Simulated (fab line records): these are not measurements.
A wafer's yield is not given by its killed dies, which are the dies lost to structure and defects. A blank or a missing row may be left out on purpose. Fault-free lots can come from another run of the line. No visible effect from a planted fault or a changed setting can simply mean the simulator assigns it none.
Comparing a struck lot with a sound one + flow n5-finfet + 37 steps out of a route of 1938
Sound: these wafers, L939.1, L939.2, L939.5. Wafers struck: L945.2, L945.3, L945.6. Last of all comes the cause.
Each step with rows lists, per side, the tool, then ch with its chambers, then its first start. Under that, the readings that differ: sound wafers + struck wafers + difference of the means + sigmas: that difference in standard deviations of wafers without a fault.
alike: a reading whose means differ by less than 2 such deviations, as well as words and numbers matching on both sides. not compared: withheld readings; readings where some wafer has no value; bounds like >300 that might hide an equal value; numbers whose values overlap and for which the record gives no deviation.
Wherever a step has rows on one side only, a row that says differs or no value, or a row with sigmas, the two part there. Non-overlapping numbers with no deviation appear without sigmas and do not part them. A reading missing from all wafers of one side parts the sides only when that side holds two or more wafers.

first, 9 steps without rows for these wafers: N5_BEOL_M6_SURFACE_TREAT_79; N5_BEOL_M6_CVD_78 (deposits Co from CCTBA/H2, target thk 2 nm, time 142.3 s); N5_BEOL_M6_SPUTTER_48 (material Cu, target thk 10 nm, time 1.667 s); N5_BEOL_M6_ECD_50 (material Cu, target thk 300 nm); N5_BEOL_M6_ANNEAL_51 (time 90 s); N5_BEOL_M6_CMP_52 (polishes, stops on SiCOH lowk, t overpolish 6.9 s, target thk 80 nm); N5_BEOL_M6_PRE_CLEAN_55 (time 15 s); N5_BEOL_M6_DEP_56 (deposits SiCN from 3MS/NH3, target thk 10 nm, time 17.5 s); N5_BEOL_M7_ILD_DEP_00 (deposits SiCOH lowk from DEMS/porogen, target thk 179.75 nm, time 33.4 s).
N5_BEOL_M7_CURE_74: cures SiCOH lowk, time 240 s.
  sound on uv-cure-03 ch 0, day 10 13:54; struck on uv-cure-03 ch 0, day 12 12:12
  no value came back on the struck wafers for lamp-power-pct (%), run-length-s (s), time-s (s), wafer_temp_C_max; on the sound wafers lamp-power-pct (%) reads 52.34 52.32 52.34
| reading                                            | sound             | struck          | difference | sigmas |
|----------------------------------------------------|-------------------|-----------------|------------|--------|
| model.SiCOH_lowk_of_BEOL_M7_ILD_DEP_00.thk-nm (nm) | 154.2 155.6 158.2 | 180.8 177.6 184 | +24.8      |        |
N5_BEOL_M7_THK_MEAS_01:
  struck on film-metro-02, day 12 12:38; sound on film-metro-02, day 10 14:25
| reading         | sound             | struck            | difference | sigmas |
|-----------------|-------------------|-------------------|------------|--------|
| M7_ILD_THK (nm) | 154.3 155.7 158.2 | 180.6 177.6 184.0 | +24.7      | +12    |
then, 24 steps without rows for these wafers: N5_BEOL_M7_PECVD_70 (deposits SiO2 from TEOS/O2, target thk 20 nm, time 22.7 s); N5_BEOL_M7_HM_DEP_02 (deposits TiN, target thk 20 nm); N5_BEOL_M7_COAT_59 (time 60 s, resist thk 100 nm); N5_BEOL_M7_COAT_60 (time 60 s, resist thk 35 nm); N5_BEOL_M7_COAT_05 (resist thk 90 nm); N5_BEOL_M7_EBR_07; N5_BEOL_M7_SOFTBAKE_06 (time 60 s); N5_BEOL_M7_EXPOSE_08 (exposes mask M7); N5_BEOL_M7_PEB_09 (peb time 60 s); N5_BEOL_M7_DEVELOP_10 (develop time 30 s); N5_BEOL_M7_DESCUM_16 (chemistry O2, time 7.9 s); N5_BEOL_M7_ETCH_61 (etches SiARC in CF4, target depth 45.5 nm, time 75.8 s); N5_BEOL_M7_ETCH_62 (etches SOC in N2/H2, target depth 110 nm, overetch 22 nm, time 165 s); N5_BEOL_M7_STRIP_68 (strips in N2/H2); N5_BEOL_M7_STRIP_67 (strips in CF4); N5_BEOL_M7_HM_OPEN_17 (chemistry Cl2/BCl3, target TiN, target depth 20 nm, overetch 6 nm); N5_BEOL_M7_STRIP_19 (strips in O2); N5_BEOL_M7_COAT_63 (time 60 s, resist thk 60 nm); N5_BEOL_M7_COAT_64 (time 60 s, resist thk 12 nm); N5_BEOL_M7_COAT_71 (time 60 s, resist thk 5 nm); N5_BEOL_M7_COAT_22 (resist thk 30 nm); N5_BEOL_M7_EBR_24; N5_BEOL_M7_SOFTBAKE_23 (time 60 s); N5_BEOL_M7_EXPOSE_25 (exposes mask V6, target cd 40 nm).
N5_BEOL_M7_CMP_52: polishes, stops on SiCOH lowk, t overpolish 6.9 s, target thk 80 nm.
  sound on cmp-03 ch 0,2, day 10 23:03; struck on cmp-03 ch 2,3, day 12 19:40
| reading                                            | sound             | struck          | difference | sigmas |
|----------------------------------------------------|-------------------|-----------------|------------|--------|
| model.SiCOH_lowk_of_BEOL_M7_ILD_DEP_00.thk-nm (nm) | 151.2 152.6 155.2 | 177.8 174.6 181 | +24.8      |        |
  alike: motor-current-A
-- the record jumps here: 3 days lie between the struck wafers' starts before and after (it left off in module BEOL_M7 and takes up again in module PASSIVATION, whose first step shown is number 1936 of the route) --
N5_PASSIVATION_PROBE_49:
  struck on prober-02, day 15 22:18; sound on prober-01, day 14 06:22
  alike: defect-limited-yield, killed_at_M0_to_M3, killed_at_M4_up, killed-at-contacts, killed-at-front-end, killed-at-other, killed-dies, killed-open, killed-short, sort_bin_5_function, sort_bin_6_memory, sort-n-pass, sort-yield-pct

## WHERE THEY PART
Earliest at N5_BEOL_M7_CURE_74; latest, in this record, at N5_BEOL_M7_THK_MEAS_01. Later steps at which nothing parts them and some readings are alike: N5_BEOL_M7_CMP_52, N5_PASSIVATION_PROBE_49.

WHY: the cause the simulator had injected
Entire step skipped (uv-cure-03, N5_BEOL_M7_CURE_74), from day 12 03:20 onward. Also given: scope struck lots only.
